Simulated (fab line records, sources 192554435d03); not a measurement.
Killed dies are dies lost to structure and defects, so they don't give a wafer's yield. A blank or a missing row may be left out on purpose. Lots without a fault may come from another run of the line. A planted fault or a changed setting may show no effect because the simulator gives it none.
fab line records | flow n5_finfet
record lots=4 wafers=12 last_day=17
route steps=1938 shown BEOL_M4@1099 BEOL_M5@1112 PASSIVATION@1936
lots that met no fault: from a run of the same line without faults
start_h: hours from the record's first day to the start of the lot's first wafer shown | wait_h: hours since the lot's step before | " the same as in the row above | L1.1+2: a row that stands for several wafers | - no value, or no start given | * or withheld: withheld | < > ~ a bound
route shown NAME@n: a module of which the file shows steps, and the number in the route of the first | usual: mean/standard deviation of fault-free wafers | same: alike in all rows | chamber/n: place in a boat | sites: the reading at each site | _std_site: their standard deviation | _edge_site: outer sites' mean less inner sites' | radius_mm: how far each site lies from the wafer's centre | mask NAME#n: copy n | behind: the tool/chamber that last shaped the wafer | hold: why the lot was held/for how many hours/how that ended | device: the transistor (n, p or np) that didn't switch | end of line: the same wafers' tests at the end of the route | a step without rows: its recipe alone | killed: dies lost to structure and defects at the first sort, not the wafer's yield | map: a wafer's dies, x killed, . not, _ none there
set.NAME: the setting as run; set.NAME@STEP: as run at that earlier step | model.NAME: the simulator's own value behind a step, which no gauge read
lots at some steps of the route; a table a step, a row a wafer
services: from which hour (start_h, from the record's first day; less than 0 if before it) a tool's chamber was out of use, for how many hours, and why
## steps
# step N5_BEOL_M4_ANNEAL_95
# recipe temp_c=400 time_s=240 ambient=vacuum
# step N5_BEOL_M4_SPUTTER_96
# recipe material=Cu target_thk_a=45 temp_c=-20 chamber_pressure_pa=0.07 power_w=withheld time_s=8.29
# step N5_BEOL_M4_ECD_50
# recipe material=Cu target_thk_a=3000
# step N5_BEOL_M4_ANNEAL_51
# recipe temp_c=225 time_s=90 ambient=N2
# step N5_BEOL_M4_CMP_52
# recipe stop_on=SiOC t_overpolish_s=6.8 down_force_psi=1 platen_rpm=50 clearing_platen_down_force_psi=1.5 clearing_platen_rpm=50 post_cmp_clean=cu_alkaline target_thk_nm=40 clearing_platen_pad_velocity_m_s=0.99484 pad_velocity_m_s=0.99484
# step N5_BEOL_M4_PRE_CLEAN_60
# recipe gas=NH3/H2 time_s=15 temp_c=* rf_power_w=300
# step N5_BEOL_M4_CO_CAP_55
# recipe material=Co target_thk_a=20 temp_c=200 precursor=CCTBA/H2 pressure_torr=30 time_s=102.1
# step N5_BEOL_M4_PRE_CLEAN_56
# recipe gas=NH3 time_s=15 temp_c=withheld rf_power_w=300
# step N5_BEOL_M4_DEP_57
# recipe material=SiCN target_thk_a=80 temp_c=withheld precursor=3MS/NH3 pressure_torr=3 rf_w=202 time_s=14
# step N5_BEOL_M4_RC_MEAS_101
# usual DIBL_N=37.5/2 DIBL_P=37.5/2.5 IOFF_N=0.18/0.042 IOFF_P=0.24/0.046 ION_N=677/15 ION_P=464/9.5 SS_N=72.0/0.76 SS_P=73.6/0.79 VT_N=249/3.5 VT_P=-249/3.2
# columns lot.wafer tool chamber start_h wait_h DIBL_N[mV/V] DIBL_P[mV/V] IOFF_N[nA/um] IOFF_P[nA/um] ION_N[uA/um] ION_P[uA/um] SS_N[mV/dec] SS_P[mV/dec] VT_N[mV] VT_P[mV]
L631.2 prober-02 0 182.70 0.2 38.2 35.4 0.17 0.23 671 462 72.1 73.1 252 -247
L631.3 " 0 " " 40.2 40.1 0.21 0.32 691 479 72.4 74.3 247 -244
L631.5 " 0 " " 36.9 33.5 0.15 0.21 660 461 72.1 72.7 254 -247
L634.2 prober-02 0 205.01 0.2 33.7 31.9 0.10 0.16 664 463 70.3 72.5 255 -255
L634.3 " 0 " " 35.7 35.6 0.13 0.20 656 452 70.6 73.2 253 -251
L634.4 " 0 " " 36.2 35.5 0.14 0.21 676 466 70.7 72.8 252 -252
L641.1 prober-02 0 244.72 0.0 34.6 33.6 0.13 0.18 667 455 71.9 73.6 254 -251
L641.2 " 0 " " 34.9 34.2 0.15 0.21 657 455 71.8 72.4 249 -248
L641.4 " 0 " " 38.6 39.3 0.22 0.29 695 473 72.4 74.2 245 -244
L650.2 prober-02 0 307.21 0.2 38.2 38.8 0.21 0.24 712 479 72.3 73.4 244 -250
L650.4 " 0 " " 34.5 35.0 0.14 0.19 678 470 70.9 72.2 249 -250
L650.5 " 0 " " 39.4 39.4 0.23 0.24 684 466 73.2 74.1 246 -249
# step N5_BEOL_M5_ILD_DEP_00
# recipe material=SiCOH_lowk target_thk_a=1406.4 temp_c=300 precursor=DEMS/porogen pressure_torr=5 rf_w=500 time_s=25.9
# step N5_BEOL_M5_CURE_79
# recipe temp_c=385 time_s=240 ambient=He/Ar material=SiCOH_lowk
# step N5_BEOL_M5_PECVD_70
# recipe material=SiO2 target_thk_a=160 temp_c=400 precursor=TEOS/O2 pressure_torr=5.5 rf_w=450 teos_flow_sccm=53.8 gas=O2 flow_sccm=3000 time_s=18
# step N5_BEOL_M5_HM_DEP_02
# recipe material=TiN target_thk_a=200 temp_c=25 chamber_pressure_pa=0.49996
# step N5_BEOL_M5_COAT_59
# recipe resist=SOC temp_c=250 time_s=60 spin_rpm=1500 resist_thk_nm=60
# step N5_BEOL_M5_COAT_60
# recipe resist=SiARC temp_c=220 time_s=60 spin_rpm=1500 resist_thk_nm=12
# step N5_BEOL_M5_COAT_71
# recipe resist=underlayer temp_c=205 time_s=60 spin_rpm=1500 resist_thk_nm=5
# step N5_BEOL_M5_COAT_05
# recipe resist=CAR-EUV spin_rpm=1500 resist_thk_nm=30
# step N5_BEOL_M5_EBR_07
# recipe solvent=PGMEA ebr_width_mm=1.5
# step N5_BEOL_M5_SOFTBAKE_06
# recipe temp_c=110 time_s=60 resist=CAR-EUV
# step N5_BEOL_M5_EXPOSE_08
# recipe mask_id=M5 na=0.33 source_shape=annular sigma_inner=0.4 sigma_outer=0.8 polarization=unpolarized target_cd_nm=28 dose_mj=35.75
# step N5_BEOL_M5_PEB_09
# recipe peb_temp_c=100 peb_time_s=60 resist=CAR-EUV
# step N5_BEOL_M5_DEVELOP_10
# recipe develop_time_s=30 developer=TMAH resist=CAR-EUV rinse_liquid=surfactant_rinse dry=air_spin dev_temp_c=23
# step N5_BEOL_M5_DESCUM_16
# recipe chemistry=O2 time_s=7 source_power_w=50 bias_power_w=20 pressure_mtorr=20 rf_frequency_hz=2.712e+07 temp_c=40 resist=CAR-EUV o2_flow_sccm=225
# step N5_BEOL_M5_ETCH_72
# recipe chemistry=N2/H2 target=underlayer target_depth_a=65 mask_material=CAR-EUV time_s=5.2 ion_energy_ev=200 pressure_mtorr=30 source_w=840 bias_w=150 n2_flow_sccm=200 h2_flow_sccm=200 ends=cleared
# step N5_BEOL_M5_ETCH_61
# recipe chemistry=CF4 target=SiARC target_depth_a=156 mask_material=CAR-EUV time_s=26 ion_energy_ev=80 pressure_mtorr=40 source_w=545 bias_w=36 Ar_flow_sccm=100 cf4_flow_sccm=100 ends=cleared
# step N5_BEOL_M5_ETCH_62
# recipe chemistry=N2/H2 target=SOC target_depth_a=750 overetch_a=150 mask_material=SiARC temp_c=40 time_s=112.5 ion_energy_ev=200 pressure_mtorr=30 source_w=840 bias_w=150 n2_flow_sccm=200 h2_flow_sccm=200
# step N5_BEOL_M5_STRIP_63
# recipe chemistry=N2/H2 temp_c=40 n2_flow_sccm=200 h2_flow_sccm=200 rf_frequency_hz=6e+07
# step N5_BEOL_M5_STRIP_73
# recipe chemistry=N2/H2 temp_c=40 n2_flow_sccm=200 h2_flow_sccm=200 rf_frequency_hz=6e+07
# step N5_BEOL_M5_STRIP_64
# recipe chemistry=CF4 resist=SiARC power_w=300 bias_power_w=75 pressure_mtorr=50 cf4_flow_sccm=150 rf_frequency_hz=6e+07
# step N5_BEOL_M5_HM_OPEN_17
# recipe chemistry=Cl2/BCl3 target_depth_a=200 overetch_a=60 target=TiN mask_material=SOC ion_energy_ev=150 pressure_mtorr=10 icp_w=1000 bias_w=126 Cl2_flow_sccm=53.25 bcl3_flow_sccm=21.75 Ar_flow_sccm=25
# usual drypump_motor_current_A=5.6/0.57 oes_product_au=0.66/0.082 throttle_valve_pct=22.03/0.23
# columns lot.wafer tool chamber start_h wait_h drypump_motor_current_A oes_product_au rf_hours_counter_h throttle_valve_pct model.etch.depth_nm model.SOC_of_BEOL_M5_COAT_59.thk_nm model.BEOL_M5.cd_nm
L631.2 rie_metal-03 1 186.93 0.0 4.8 0.69 7 22.34 16.25 55 27.2
L631.3 " 0 " " 5.8 0.52 - 22.14 16.23 54.8 27.4
L631.5 " 1 " " 4.9 0.76 - 22.24 19.98 52.4 27.8
L634.2 rie_metal-03 0 207.85 0.0 5.8 0.52 96 22.17 16.12 55.2 27.4
L634.3 " 1 " " 4.9 0.67 - 22.37 16.15 55 27
L634.4 " 0 " " 5.8 0.52 - 22.16 16.22 55.2 27.4
L641.1 rie_metal-01 1 250.80 0.0 6.2 0.61 55 21.76 19.57 52.2 28.4
L641.2 " 0 " " 5.2 0.66 47 22.33 19.58 51.6 28.2
L641.4 " 1 " " 6.2 0.61 - 21.78 19.54 52.2 28.4
L650.2 rie_metal-03 0 311.27 0.0 5.8 0.56 105 22.04 19.81 52.2 28.2
L650.4 " 0 " " 5.8 0.56 - 22.04 20.06 52.4 29
L650.5 " 0 " " 5.8 0.56 - 22.04 19.97 52.2 28.6
# step N5_BEOL_M5_STRIP_19
# recipe chemistry=O2 power_w=400 temp_c=40 pressure_mtorr=30 rf_frequency_hz=6e+07 bias_power_w=0 overash_fraction=0.2 o2_flow_sccm=225
# step N5_BEOL_M5_COAT_65
# recipe resist=SOC temp_c=250 time_s=60 spin_rpm=1500 resist_thk_nm=60
# step N5_BEOL_M5_COAT_66
# recipe resist=SiARC temp_c=220 time_s=60 spin_rpm=1500 resist_thk_nm=12
# step N5_BEOL_M5_VIA_ETCH_34
# recipe chemistry=C4F6/O2 target=SiCOH_lowk target_depth_a=883 mask_material=SOC taper_deg=4 time_s=39.2 ion_energy_ev=250 pressure_mtorr=30 source_w=345 bias_w=185 Ar_flow_sccm=300 C4F6_flow_sccm=10 O2_flow_sccm=10
# usual drypump_motor_current_A=5.7/0.38 oes_product_au=0.76/0.086 rf_vpp_V=667/22 showerhead_plenum_p_Torr=2.83/0.083 throttle_valve_pct=21.0/0.31
# columns lot.wafer tool chamber start_h wait_h drypump_motor_current_A oes_product_au rf_hours_counter_h rf_vpp_V showerhead_plenum_p_Torr throttle_valve_pct
L631.2 rie_diel-01 3 188.94 0.0 5.4 0.33 170 675 2.86 20.9
L631.3 " 0 " " 5.7 0.28 240 688 2.80 20.6
L631.5 " 0 " " 5.7 0.69 - 687 2.80 20.7
L634.2 rie_diel-03 3 210.02 0.0 5.7 0.30 202 623 2.70 20.7
L634.3 " 2 " " 6.0 0.40 3 669 3.01 20.7
L634.4 " 0 " " 5.7 0.30 195 701 2.92 20.7
L641.1 rie_diel-01 1 251.96 0.0 5.5 0.71 216 638 2.86 21.3
L641.2 " 2 " " 6.3 0.75 178 695 2.70 20.7
L641.4 " 3 " " 5.4 0.70 196 673 2.84 21.1
L650.2 rie_diel-01 3 313.64 0.0 5.4 0.68 217 674 2.83 21.1
L650.4 " 1 " " 5.5 0.70 237 640 2.85 21.4
L650.5 " 0 " " 5.6 0.98 - 688 2.79 20.3
# step N5_BEOL_M5_OCD_MEAS_38
# usual trench_depth_nm=71.4/1.9
# columns lot.wafer tool chamber start_h wait_h trench_depth_nm
L631.2 ocd-02 - 189.18 - 7.7
L631.3 " - " " 3.2
L631.5 " - " " 72.5
L634.2 ocd-01 - 210.26 - 5.7
L634.3 " - " " 2.9
L634.4 " - " " 3.5
L641.1 ocd-02 - 252.20 - 71.9
L641.2 " - " " 70.6
L641.4 " - " " 66.7
L650.2 ocd-02 - 313.88 - 66.7
L650.4 " - " " 71.7
L650.5 " - " " 75.2
# step N5_BEOL_M5_CD_MEAS_35
# recipe target_cd_nm=28 target_cd_y_nm=24 polarity=opening
# usual cd_nm=28.2/0.38
# columns lot.wafer tool chamber start_h wait_h cd_nm
L631.2 cd_sem-01 - 189.34 0.0 -
L631.3 " - " " -
L631.5 " - " " 27.9
L634.2 cd_sem-03 - 210.41 0.0 -
L634.3 " - " " -
L634.4 " - " " -
L641.1 cd_sem-01 - 252.35 0.0 28.4
L641.2 " - " " 27.9
L641.4 " - " " 28.9
L650.2 cd_sem-03 - 314.03 0.0 28.1
L650.4 " - " " 29.2
L650.5 " - " " 28.9
# step N5_BEOL_M5_THK_MEAS_53
# recipe thk_meas_gauge=xrf reads=Cu_of_BEOL_M5_ECD_50
# usual M5_THK=62.0/2.2
# columns lot.wafer tool chamber start_h wait_h M5_THK[nm]
L631.2 film_metro-01 - 195.87 - -
L631.3 " - " " -
L631.5 " - " " 62.1
L634.2 film_metro-01 - 217.32 - -
L634.3 " - " " -
L634.4 " - " " -
L641.1 film_metro-01 - 259.08 - 62.8
L641.2 " - " " 60.5
L641.4 " - " " 54.8
L650.2 film_metro-01 - 322.57 0.3 56.7
L650.4 " - " " 61.3
L650.5 " - " " 65.3
# step N5_PASSIVATION_PROBE_49
# usual defect_limited_yield=91.8/1.5 killed_at_M0_to_M3=33/11 killed_at_M4_up=13/5 killed_at_contacts=11/5.6 killed_at_front_end=36/12 killed_at_other=3.4/2.5 killed_dies=97/18 killed_on_rim=12/4.2 killed_open=64/13 killed_short=31/6.9 sort_bin_5_function=4.8/1 sort_bin_6_memory=3.1/0.64 sort_n_pass=1083/18 sort_yield_pct=91.8/1.5
# same gross_dies=1180 killed_at_back_side=0 sort_bin_4_leakage[%]=0 sort_bin_8_speed[%]=0
# columns lot.wafer tool chamber start_h wait_h defect_limited_yield[%] killed_at_M0_to_M3 killed_at_M4_up killed_at_contacts killed_at_front_end killed_at_other killed_dies killed_on_rim killed_open killed_short sort_bin_5_function[%] sort_bin_6_memory[%] sort_n_pass sort_yield_pct[%]
L631.2 prober-01 - 289.94 0.1 6.7 18 1008 10 61 4 1101 150 63 35 90.0 2.7 79 6.7
L631.3 prober-01 - 289.99 0.1 4.1 45 1030 9 45 3 1132 137 79 37 91.8 3.8 48 4.1
L634.2 prober-02 - 311.88 0.1 3.0 25 1080 10 29 1 1145 152 48 24 94.0 3.0 35 3.0
L634.3 prober-02 - 311.93 0.1 2.8 28 1074 1 40 4 1147 119 42 36 94.5 2.5 33 2.8
L634.4 prober-02 - 311.98 0.2 3.8 32 1055 9 37 2 1135 151 54 28 93.6 2.5 45 3.8
L641.1 prober-02 - 355.35 0.0 91.6 40 14 5 37 3 99 10 58 39 4.6 3.5 1081 91.6
L641.2 prober-02 - 355.40 0.1 90.5 46 17 12 36 1 112 15 74 31 6.2 2.8 1068 90.5
L641.4 prober-02 - 355.50 0.2 93.1 35 11 0 29 6 81 10 45 35 3.9 2.7 1099 93.1
# killed by level:class
L631.2 BEOL_M5:area_open=1002 GATE_CUT:geometric_particle:short=12 STI_FIN_REVEAL:geometric_particle:open=10 FIN_SAQP:geometric_particle:open=9 MOL_CONTACT_COAG:geometric_particle:open=8 DUMMY_GATE:geometric_particle:open=6 DUMMY_GATE:geometric_particle:short=5 BEOL_M2:geometric_particle:open=5
L631.3 BEOL_M5:area_open=1016 STI_FIN_REVEAL:geometric_particle:open=12 BEOL_M1:geometric_particle:open=10 BEOL_M2:geometric_particle:open=9 BEOL_M3:geometric_particle:open=9 FIN_SAQP:geometric_particle:open=7 FIN_SAQP:geometric_particle:short=7 BEOL_M0_SAQP:geometric_particle:open=6
L634.2 BEOL_M5:area_open=1072 BEOL_M1:geometric_particle:open=8 STI_FIN_REVEAL:geometric_particle:open=6 MOL_CONTACT_COAG:geometric_particle:open=6 STI_FIN_REVEAL:geometric_particle:short=4 ILD0:geometric_particle:open=4 MOL_CONTACT_COAG:geometric_particle:short=4 BEOL_M0_SAQP:geometric_particle:open=4
L634.3 BEOL_M5:area_open=1068 BEOL_M0_SAQP:geometric_particle:short=9 GATE_CUT:geometric_particle:open=7 FIN_SAQP:geometric_particle:open=6 GATE_CUT:geometric_particle:short=6 BEOL_M0_SAQP:geometric_particle:open=5 BEOL_M1:geometric_particle:short=5 STI_FIN_REVEAL:geometric_particle:short=4
L634.4 BEOL_M5:area_open=1052 BEOL_M0_SAQP:geometric_particle:short=11 MOL_CONTACT_COAG:geometric_particle:open=9 STI_FIN_REVEAL:geometric_particle:open=8 BEOL_M1:geometric_particle:open=8 GATE_CUT:geometric_particle:short=6 STARTING-WAFER:geometric_particle:open=5 FIN_SAQP:geometric_particle:open=4
L641.1 BEOL_M0_SAQP:geometric_particle:short=14 STI_FIN_REVEAL:geometric_particle:open=9 BEOL_M0_SAQP:geometric_particle:open=9 STARTING-WAFER:geometric_particle:open=7 DUMMY_GATE:geometric_particle:short=5 BEOL_M8:geometric_particle:open=4 GATE_CUT:geometric_particle:short=4 BEOL_M0:geometric_particle:short=4
L641.2 STI_FIN_REVEAL:geometric_particle:open=16 MOL_CONTACT_COAG:geometric_particle:open=11 BEOL_M0_SAQP:geometric_particle:short=10 BEOL_M3:geometric_particle:open=7 BEOL_M6:geometric_particle:open=6 BEOL_M0_SAQP:geometric_particle:open=6 BEOL_M2:geometric_particle:open=6 BEOL_M0:geometric_particle:short=5
L641.4 BEOL_M2:geometric_particle:open=10 STI_FIN_REVEAL:geometric_particle:open=6 BEOL_M0_SAQP:geometric_particle:short=6 BEOL_M0:geometric_particle:short=6 FIN_SAQP:geometric_particle:short=5 BEOL_M0_SAQP:geometric_particle:open=5 BEOL_M4:geometric_particle:open=5 BEOL_M2:geometric_particle:short=4
# map L631.3 (x killed, . not)
_________________xxxx.xxxxxxx________________
______________xxx.xxxxxxxxxxxxxx_____________
___________xxxxxxxxxxxxxxxxxxxxxxxx__________
__________xxxxxxx.xxxxxxxxxxxxxxxxxx_________
________xxxxxxx.xxxxxxxxxxxxxxxxxxxxxx_______
_______xxxxxxxxxxxxxxxxxxxxxxxxxxxxxxxx______
______xxxxx.xxxxxxxxxxxxxxxxxxxxxxxxxxxx_____
_____x.xxxxxxxxxxxxxxxxxxxxxxxxxxxxxxxxxx____
____xx.xxxxxxxxxxxxxxxxxxxxxxxxxxxxxxx.xxx___
___xxxxxxxxx.xxxxx.xxxxxxxxxxxxxxxxxxxx.xxx__
___xxxxxxxxxxxx.xxxxxxxxxxxxxxxxxxxxxxxxxxx__
__xxxxxxxx.x...xxxxxxxxxxxxxxxxxxxxxxxxxxxxx_
__xxxxxxxxx.xxxxxx.xxxxxxxxxxxxxxxxxxxxxxxx._
_xxxxxxxxx.xxxxxxxxxxxxxxxxxxxxxxxxxxxxxxxxxx
_xxxxxxxxxxxxxxxxxxxxxxxxxxxxxxxxxxxxxxxxxxx.
_xxxxxxxxxxxxxxxxxxxxxxxxxxxxxxxxxxxxx.xx.x..
_xxxxxxxxxxxxxxxxxxxxxxxxxxxxxxxxxxxxxxxxxxxx
_xxxxxxxxxxxxxxxxxxxxxxxxxxxxxxxxxxxxxxxxxxxx
_xxxxx.xxxxxxxxxxx.xxxxxxxxxxxxxxxxxxxxxxxx..
_.xxxxxxxxxxxxxxxxxxxxxxxxxxxxxxxxxxxxxxxxxxx
_xxxxxxxxxxxxxxxxxxxxxxxxxxxxxxxxxxxxxxxxxx.x
__xxxxxxxxxxxxxxxxxxxxxxxxxxxxxxxxxxx.xxxxxx_
__xxxxxxxxxxxxxxxxxxxxxxxxxxxx.xxxxxxxxxxxxx_
___xxxxxxxxxxxxxxxxxxxxxxxxxxxxxxxxxxxxxxx.__
___xxxxxxxxxxxxxxxxxxxxxxxxxxxxxxxxxxxxxxxx__
____x.xxxxxxxxxxxxxxxxxxxxxxxxxxxxxxxxx.x.___
_____xxxxxxxxxxxxxxxxxxxxxxxxxxxxxxxxxxxx____
______xxxxxxxxxxxxxxxxxx.xxxxxxxxxxxxxxx_____
_______xxxxxxxxxxxxxxxxxxxxxxxxxxxxxxxx______
________xx.xxxxxxxxxx.xxxxxxxxxxxxxxxx_______
__________xx.xx.xxxxxxx.xxxxxxxxxxxx_________
___________xxx.xxxxxxxxxxxxxx.xxxxx__________
______________xxxxx.x.xxxxxxxxxx_____________
_________________.xxxxxxxxxxx________________
# map L634.3 (x killed, . not)
_________________xxxxx.x.....________________
______________xxxxxxxxxxxxxx...._____________
___________xxxxxxxxxxxxxxxxxxxx.x.x__________
__________xxxxxxxxxxxxxxxxxxxxxxxxxx_________
________xxxxxxxxxxxxxxxxxxxxxxxxxxxxxx_______
_______xxxxxxxxxxxxxxxxxxxxxxxxxxxxxxxx______
______xxxxxxxxxxxxxxxxxxxxxxxxxxxxxxxxxx_____
_____xxxxxxxxxxxxxxxxxxxxxxxxxxxxxxxxxxxx____
____xxxxxxxxxxxxxxxxxxxxxxxxxxxxxxxxxxxxx.___
___xxxxxxxxxxxxxxxxxxxxxxxxxxxxxxxxxxxxxx..__
___xxxxxxxxxxxxxxxxxxxxxxxxxxxxxxxxxxxxxxx.__
__xxxxxxxxxxxxxxxxxxxxxxxxxxxxxxxxxxxxxxxxxx_
__xxxxxxxxxxxxxxxxxxxxxxxxxxxxxxxxxxxxxxxxxx_
_xxxxxxxxxxxxxxxxxxxxxxxxxxxxxxxxxxxxxxxxxxxx
_xxxxxxxxxxxxxxxxxxxxxxxxxxxxxxxxxxxxxxxxxxxx
_xxxxxxxxxxxxxxxxxxxxxxxxxxxxxxxxxxxxxxxxxxx.
_xxxxxxxxxxxxxxxxxxxxxxxxxxxxxxxxxxxxxxxxxxxx
_xxxxxxxxxxxxxxxxxxxxxxxxxxxxxxxxxxxxxxxxxxxx
_xxxxxxxxxxxxxxxxxxxxxxxxxxxxxxxxxxxxxxxxxxx.
_xxxxxxxxxxxxxxxxxxxxxxxxxxxxxxxxxxxxxxxxxxxx
_xxxxxxxxxxxxxxxxxxxxxxxxxxxxxxxxxxxxxxxxxxx.
__xxxxxxxxxxxxxxxxxxxxxxxxxxxxxxxxxxxxxxxxxx_
__xxxxxxxxxxxxxxxxxxxxxxxxxxxxxxxxxxxxxxxxx._
___xxxxxxxxxxxxxxxxxxxxxxxxxxxxxxxxxxxxxxxx__
___xxxxxxxxxxxxxxxxxxxxxxxxxxxxxxxxxxxxxxxx__
____xxxxxxxxxxxxxxxxxxxxxxxxxxxxxxxxxxxx..___
_____xxxxxxxxxxxxxxxxxxxxxxxxxxxxxxxxxx.x____
______xxxxxxxxxxxxxxxxxxxxxxxxxxxxxxxxx._____
_______xxxxxxxxxxxxxxxxxxxxxxxxxxxxxxx.______
________xxxxxxxxxxxxxxxxxxxxxxxxxxx..._______
__________.xxxxxxxxxxxxxxxxxxxxxxx.x_________
___________.xxxxxxxxxxxxxxxxxxxxxx.__________
______________xxxxxxxxxxxxxxxxxx_____________
_________________xxxxxxxxxxx.________________
## services
# columns tool chamber start_h hours kind
rie_diel-01 3 176.74 8.3 repair
rie_diel-03 2 181.29 - clean
rie_diel-03 2 181.29 - consumable_replace:focus_ring
rie_diel-03 2 181.29 - consumable_replace:showerhead
rie_diel-03 2 181.29 19.7 scheduled_down
rie_diel-03 2 181.29 19.7 vent_cycle
rie_diel-03 - 234.90 15.6 pm
rie_metal-01 0 255.82 10.7 repair
rie_diel-01 0 270.83 - clean
rie_diel-01 0 270.83 - consumable_replace:focus_ring
rie_diel-01 0 270.83 24.0 scheduled_down
rie_diel-01 0 270.83 24.0 vent_cycle
rie_diel-01 - 300.50 2.8 pm
rie_metal-01 0 313.18 11.0 repair
## key
first_sign step=N5_BEOL_M5_VIA_ETCH_34 reading=oes_product_au direction=down sigmas=5 usual=0.76 struck=0.32
effect step=N5_BEOL_M5_OCD_MEAS_38 reading=trench_depth_nm direction=down sigmas=36 usual=71.4 struck=4.6
effect step=N5_BEOL_M5_CD_MEAS_35 reading=cd_nm direction=missing
effect step=N5_BEOL_M5_THK_MEAS_53 reading=M5_THK direction=missing
effect step=N5_PASSIVATION_PROBE_49 reading=killed_at_M4_up direction=up sigmas=99+ usual=13 struck=1049
model_effect step=N5_BEOL_M5_HM_OPEN_17 value=etch.depth_nm without=20.02 struck=16.19
more_kills_born_at N5_BEOL_M5_HM_OPEN_17@rie_metal-03=5210
met_at N5_BEOL_M5_HM_OPEN_17
struck_wafers L631.2,L631.3,L634.2,L634.3,L634.4
later_rows_left_out L631.2,L631.3,L634.2,L634.3,L634.4
fault kind=process_parameter_drift tool=rie_metal-03 chamber=- onset_h=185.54 steps=N5_BEOL_M5_HM_OPEN_17 channel=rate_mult offset=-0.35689 shape=step end_h=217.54 scope=struck_wafers_only
# later_rows_left_out: the simulator's readings of these wafers behind a module that went badly wrong aren't trusted and aren't shown, but for the sort
